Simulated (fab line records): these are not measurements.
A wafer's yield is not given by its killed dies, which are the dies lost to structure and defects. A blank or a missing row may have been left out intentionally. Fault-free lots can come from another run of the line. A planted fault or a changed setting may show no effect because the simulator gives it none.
Which tool did it? :: flow nandHarc :: 13 lots, 39 wafers sampled, at 5 steps of a route of 1302

WHAT THE GAUGES READ, wafer by wafer
NHARC_P_STI_CD_MEAS_09: the cd target is 200 nm. Usual: cdNm at 199.3 nm, with a standard deviation of 1.5.
lot: L982
measured: day 2 20:16
on: cdSem-02
cdNm (nm): 198.6 200.1 198.7
flag: 

lot: L984
measured: day 3 15:53
on: cdSem-03
cdNm (nm): 199.2 200.4 200.2
flag: 

lot: L985
measured: day 4 01:38
on: cdSem-03
cdNm (nm): 198.8 200.8 197.6
flag: 

lot: L986
measured: day 4 12:22
on: cdSem-02
cdNm (nm): 196.6 199.3 197.9
flag: 

lot: L987
measured: day 4 21:31
on: cdSem-03
cdNm (nm): 197.8 196.4 195.9
flag: 

lot: L988
measured: day 5 07:20
on: cdSem-02
cdNm (nm): 200.4 198.2 201.4
flag: 

lot: L989
measured: day 5 17:08
on: cdSem-02
cdNm (nm): 200.7 200.9 199.7
flag: 

lot: L991
measured: day 6 15:09
on: cdSem-02
cdNm (nm): 200.2 198.7 199.0
flag: 

lot: L992
measured: day 6 22:55
on: cdSem-03
cdNm (nm): 196.4 198.5 197.2
flag: 

lot: L994
measured: day 7 23:39
on: cdSem-02
cdNm (nm): 201.0 199.6 199.9
flag: 

lot: L995
measured: day 8 08:21
on: cdSem-01
cdNm (nm): 203.2 202.9 200.8
flag: 

lot: L104
measured: day 12 01:10
on: cdSem-03
cdNm (nm): 200.9 200.1 199.9
flag: 

lot: L105
measured: day 12 10:23
on: cdSem-02
cdNm (nm): 196.7 197.5 198.7
flag: 

NHARC_P_GATE_CD_MEAS_11: the cd target is 1640 nm. Usual: cdNm at 1639.9 nm, with a standard deviation of 1.5.
lot: L982
measured: day 4 11:09
on: cdSem-03
cdNm (nm): 1640.5 1640.1 1641.3
flag: 

lot: L984
measured: day 5 02:10
on: cdSem-02
cdNm (nm): 1638.4 1639.6 1638.5
flag: 

lot: L985
measured: day 5 14:41
on: cdSem-01
cdNm (nm): 1641.8 1640.8 1640.9
flag: 

lot: L986
measured: day 6 06:05
on: cdSem-02
cdNm (nm): 1639.2 1639.3 1639.3
flag: 

lot: L987
measured: day 6 15:33
on: cdSem-03
cdNm (nm): 1639.8 1640.3 1640.8
flag: 

lot: L988
measured: day 6 20:47
on: cdSem-03
cdNm (nm): 1637.2 1639.4 1640.4
flag: 

lot: L989
measured: day 7 12:38
on: cdSem-03
cdNm (nm): 1641.5 1640.1 1640.3
flag: 

lot: L991
measured: day 8 04:47
on: cdSem-01
cdNm (nm): 1641.7 1640.5 1641.6
flag: 

lot: L992
measured: day 8 12:07
on: cdSem-03
cdNm (nm): 1637.6 1637.4 1638.3
flag: 

lot: L994
measured: day 9 12:34
on: cdSem-02
cdNm (nm): 1637.7 1639.2 1639.3
flag: 

lot: L995
measured: day 10 12:41
on: cdSem-03
cdNm (nm): 1641.1 1639.8 1640.3
flag: 

lot: L104
measured: day 13 13:32
on: cdSem-02
cdNm (nm): 1639.5 1639.0 1638.5
flag: 

lot: L105
measured: day 13 21:06
on: cdSem-02
cdNm (nm): 1641.4 1640.9 1642.0
flag: 

NHARC_END_SORT_01. Usual: killedAtArray 53, standard deviation 21; killedAtOther 1.0, standard deviation 1.3; killedAtPeriphery 3.8, standard deviation 2.4; killedDies 58, standard deviation 21; killedOpen 3.4, standard deviation 1.9; killedShort 2.4, standard deviation 1.5.
lot: L985
measured: day 25 14:38
on: prober-01
killedAtArray: 79 81 78
killedAtOther: 1 0 0
killedAtPeriphery: 4 5 5
killedDies: 84 86 83
killedOpen: 1 4 3
killedShort: 2 3 4
flag: 

lot: L987
measured: day 26 02:28
on: prober-01
killedAtArray: 34 54 58
killedAtOther: 0 1 1
killedAtPeriphery: 3 4 2
killedDies: 37 59 61
killedOpen: 3 6 3
killedShort: 0 2 3
flag: 

lot: L989
measured: day 28 16:22
on: prober-02
killedAtArray: 16 27 23
killedAtOther: 0 0 0
killedAtPeriphery: 5 5 4
killedDies: 21 32 27
killedOpen: 6 2 2
killedShort: 3 1 5
flag: 

lot: L991
measured: day 28 23:31
on: prober-01
killedAtArray: 51 49 51
killedAtOther: 4 1 2
killedAtPeriphery: 3 5 3
killedDies: 58 55 56
killedOpen: 4 5 5
killedShort: 1 2 7
flag: 

lot: L992
measured: day 29 05:02
on: prober-02
killedAtArray: 47 56 74
killedAtOther: 1 1 2
killedAtPeriphery: 2 0 3
killedDies: 50 57 79
killedOpen: 2 3 1
killedShort: 3 4 3
flag: 

lot: L994
measured: day 29 20:18
on: prober-02
killedAtArray: 56 65 51
killedAtOther: 0 0 2
killedAtPeriphery: 9 5 5
killedDies: 65 70 58
killedOpen: 1 1 4
killedShort: 2 4 0
flag: 

WHICH TOOL RAN EACH LOT (tool, then ch and the chambers of the sampled wafers, then the start)
lot: L982
NHARC_P_STI_DESCUM_14: rieDiel-08 ch 0,1,2, day 2 20:32
NHARC_P_GATE_SOFTBAKE_21: lithoTrack-01 ch 0, day 5 05:00

lot: L984
NHARC_P_STI_DESCUM_14: rieDiel-13 ch 1,3, day 3 16:08
NHARC_P_GATE_SOFTBAKE_21: lithoTrack-01 ch 0, day 5 15:00

lot: L985
NHARC_P_STI_DESCUM_14: rieDiel-05 ch 1,3, day 4 01:55
NHARC_P_GATE_SOFTBAKE_21: lithoTrack-04 ch 0, day 6 07:00

lot: L986
NHARC_P_STI_DESCUM_14: rieDiel-08 ch 0,2,3, day 4 12:38
NHARC_P_GATE_SOFTBAKE_21: lithoTrack-01 ch 0, day 6 22:00

lot: L987
NHARC_P_STI_DESCUM_14: rieDiel-08 ch 0,2, day 4 21:47
NHARC_P_GATE_SOFTBAKE_21: lithoTrack-04 ch 0, day 7 05:00

lot: L988
NHARC_P_STI_DESCUM_14: rieDiel-08 ch 0,2,3, day 5 07:37
NHARC_P_GATE_SOFTBAKE_21: lithoTrack-04 ch 0, day 7 13:00

lot: L989
NHARC_P_STI_DESCUM_14: rieDiel-08 ch 1,2,3, day 5 17:25
NHARC_P_GATE_SOFTBAKE_21: lithoTrack-01 ch 0, day 8 05:00

lot: L991
NHARC_P_STI_DESCUM_14: rieDiel-13 ch 0,2,3, day 6 15:25
NHARC_P_GATE_SOFTBAKE_21: lithoTrack-06 ch 0, day 8 19:00

lot: L992
NHARC_P_STI_DESCUM_14: rieDiel-08 ch 2,3, day 6 23:11
NHARC_P_GATE_SOFTBAKE_21: lithoTrack-01 ch 0, day 9 01:00

lot: L994
NHARC_P_STI_DESCUM_14: rieDiel-08 ch 1,2, day 7 23:55
NHARC_P_GATE_SOFTBAKE_21: lithoTrack-01 ch 0, day 10 04:00

lot: L995
NHARC_P_STI_DESCUM_14: rieDiel-13 ch 0,1,3, day 8 08:38
NHARC_P_GATE_SOFTBAKE_21: lithoTrack-01 ch 0, day 11 04:00

lot: L104
NHARC_P_STI_DESCUM_14: rieDiel-05 ch 0,3, day 12 01:26
NHARC_P_GATE_SOFTBAKE_21: lithoTrack-04 ch 0, day 14 09:00

lot: L105
NHARC_P_STI_DESCUM_14: rieDiel-08 ch 1,3, day 12 10:39
NHARC_P_GATE_SOFTBAKE_21: lithoTrack-06 ch 0, day 14 11:00
- NHARC_P_STI_DESCUM_14: chemistry O2, time 3 s.
- NHARC_P_GATE_SOFTBAKE_21: time 55 s.

WHAT THE TOOLS THEMSELVES READ (means of the sampled wafers that have a number; where no wafer has one, the mark that the record gives instead)
NHARC_P_STI_DESCUM_14. Usual: drypumpMotorCurrentA 5.8 A, standard deviation 0.37; oesProductAu 0.997 a.u., standard deviation 0.007; rfVppV 57.7 V, standard deviation 0.9; showerheadPlenumPTorr 1.90 Torr, standard deviation 0.079; throttleValvePct 11.313 %, standard deviation 0.0088.
lot: L982
tool: rieDiel-08
drypumpMotorCurrentA (A): 6.1
oesProductAu (a.u.): 0.990
rfVppV (V): 57.4
showerheadPlenumPTorr (Torr): 1.94
throttleValvePct (%): 11.314
flag: 

lot: L984
tool: rieDiel-13
drypumpMotorCurrentA (A): 5.2
oesProductAu (a.u.): 0.996
rfVppV (V): 57.7
showerheadPlenumPTorr (Torr): 1.92
throttleValvePct (%): 11.319
flag: 

lot: L985
tool: rieDiel-05
drypumpMotorCurrentA (A): 5.8
oesProductAu (a.u.): 1.006
rfVppV (V): 59.3
showerheadPlenumPTorr (Torr): 1.99
throttleValvePct (%): 11.309
flag: 

lot: L986
tool: rieDiel-08
drypumpMotorCurrentA (A): 5.9
oesProductAu (a.u.): 0.991
rfVppV (V): 57.7
showerheadPlenumPTorr (Torr): 1.96
throttleValvePct (%): 11.320
flag: 

lot: L987
tool: rieDiel-08
drypumpMotorCurrentA (A): 6.2
oesProductAu (a.u.): 0.999
rfVppV (V): 57.6
showerheadPlenumPTorr (Torr): 1.97
throttleValvePct (%): 11.318
flag: 

lot: L988
tool: rieDiel-08
drypumpMotorCurrentA (A): 5.9
oesProductAu (a.u.): 0.994
rfVppV (V): 58.5
showerheadPlenumPTorr (Torr): 1.96
throttleValvePct (%): 11.315
flag: 

lot: L989
tool: rieDiel-08
drypumpMotorCurrentA (A): 5.9
oesProductAu (a.u.): 1.001
rfVppV (V): 58.2
showerheadPlenumPTorr (Torr): 1.92
throttleValvePct (%): 11.317
flag: 

lot: L991
tool: rieDiel-13
drypumpMotorCurrentA (A): 5.8
oesProductAu (a.u.): 1.002
rfVppV (V): 58.0
showerheadPlenumPTorr (Torr): 1.88
throttleValvePct (%): 11.306
flag: 

lot: L992
tool: rieDiel-08
drypumpMotorCurrentA (A): 5.7
oesProductAu (a.u.): 1.000
rfVppV (V): 57.7
showerheadPlenumPTorr (Torr): 1.94
throttleValvePct (%): 11.317
flag: 

lot: L994
tool: rieDiel-08
drypumpMotorCurrentA (A): 6.1
oesProductAu (a.u.): 1.004
rfVppV (V): 57.7
showerheadPlenumPTorr (Torr): 1.91
throttleValvePct (%): 11.313
flag: 

lot: L995
tool: rieDiel-13
drypumpMotorCurrentA (A): 5.6
oesProductAu (a.u.): 0.991
rfVppV (V): 57.2
showerheadPlenumPTorr (Torr): 1.90
throttleValvePct (%): 11.303
flag: 

lot: L104
tool: rieDiel-05
drypumpMotorCurrentA (A): 5.8
oesProductAu (a.u.): 1.004
rfVppV (V): 57.6
showerheadPlenumPTorr (Torr): 1.88
throttleValvePct (%): 11.319
flag: 

lot: L105
tool: rieDiel-08
drypumpMotorCurrentA (A): 5.8
oesProductAu (a.u.): 0.998
rfVppV (V): 57.9
showerheadPlenumPTorr (Torr): 1.92
throttleValvePct (%): 11.308
flag: 

NHARC_P_GATE_SOFTBAKE_21. Usual: heaterPowerTotalW 188.44 W, standard deviation 0.13; resistLineTempC 22.98 C, standard deviation 0.1.
lot: L982
tool: lithoTrack-01
heaterPowerTotalW (W): 188.41
resistLineTempC (C): 22.85
flag: 

lot: L984
tool: lithoTrack-01
heaterPowerTotalW (W): 188.38
resistLineTempC (C): 22.95
flag: 

lot: L985
tool: lithoTrack-04
heaterPowerTotalW (W): 188.47
resistLineTempC (C): 23.15
flag: 

lot: L986
tool: lithoTrack-01
heaterPowerTotalW (W): 188.40
resistLineTempC (C): 23.02
flag: 

lot: L987
tool: lithoTrack-04
heaterPowerTotalW (W): 188.40
resistLineTempC (C): 22.96
flag: 

lot: L988
tool: lithoTrack-04
heaterPowerTotalW (W): 188.47
resistLineTempC (C): 22.97
flag: 

lot: L989
tool: lithoTrack-01
heaterPowerTotalW (W): 188.43
resistLineTempC (C): 22.95
flag: 

lot: L991
tool: lithoTrack-06
heaterPowerTotalW (W): 188.51
resistLineTempC (C): 22.89
flag: 

lot: L992
tool: lithoTrack-01
heaterPowerTotalW (W): 188.53
resistLineTempC (C): 22.80
flag: 

lot: L994
tool: lithoTrack-01
heaterPowerTotalW (W): 193.86
resistLineTempC (C): 22.94
flag: OFF

lot: L995
tool: lithoTrack-01
heaterPowerTotalW (W): 193.96
resistLineTempC (C): 22.94
flag: OFF

lot: L104
tool: lithoTrack-04
heaterPowerTotalW (W): 188.43
resistLineTempC (C): 22.91
flag: 

lot: L105
tool: lithoTrack-06
heaterPowerTotalW (W): 188.38
resistLineTempC (C): 22.98
flag: 

THE ANSWER, worked out from the rows above alone
Rule: a lot counts as off when the mean over its wafers that have a number is more than 3 standard deviations away from the usual mean. A lot without any number at a reading at which 4 lots or more have one is off too. The other lots that the step has rows for count as sound. After the gauges, taken in route order, come the tools' own readings; for these a lot's mean is taken, as printed above. At the first step where some lot is off, the reading lying furthest off is the one used; lots without a number count as furthest.
Off at NHARC_P_GATE_SOFTBAKE_21 (heaterPowerTotalW): L994, L995.
If a tool, at that step or one of the process steps before it, ran each lot that is off and ran no sound lot following the first of them, it fits. One fits: lithoTrack-01 at NHARC_P_GATE_SOFTBAKE_21. Its last sound lot is L992 (day 9 01:00), its first lot that is off L994 (day 10 04:00): a fault that began between those two fits.
On the lots that are off, the tool's own readings at NHARC_P_GATE_SOFTBAKE_21 differ by more than 5 times the standard deviation of the sound lots' means, which bears it out; heaterPowerTotalW reads 193.91 W there versus 188.44 W on the sound lots.

WHAT THE SIMULATOR HAD PUT IN
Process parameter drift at NHARC_P_GATE_SOFTBAKE_21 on lithoTrack-01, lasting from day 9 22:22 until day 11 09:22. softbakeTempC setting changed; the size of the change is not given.
Lots struck among those shown: L994, L995. The same result came from the rule above.
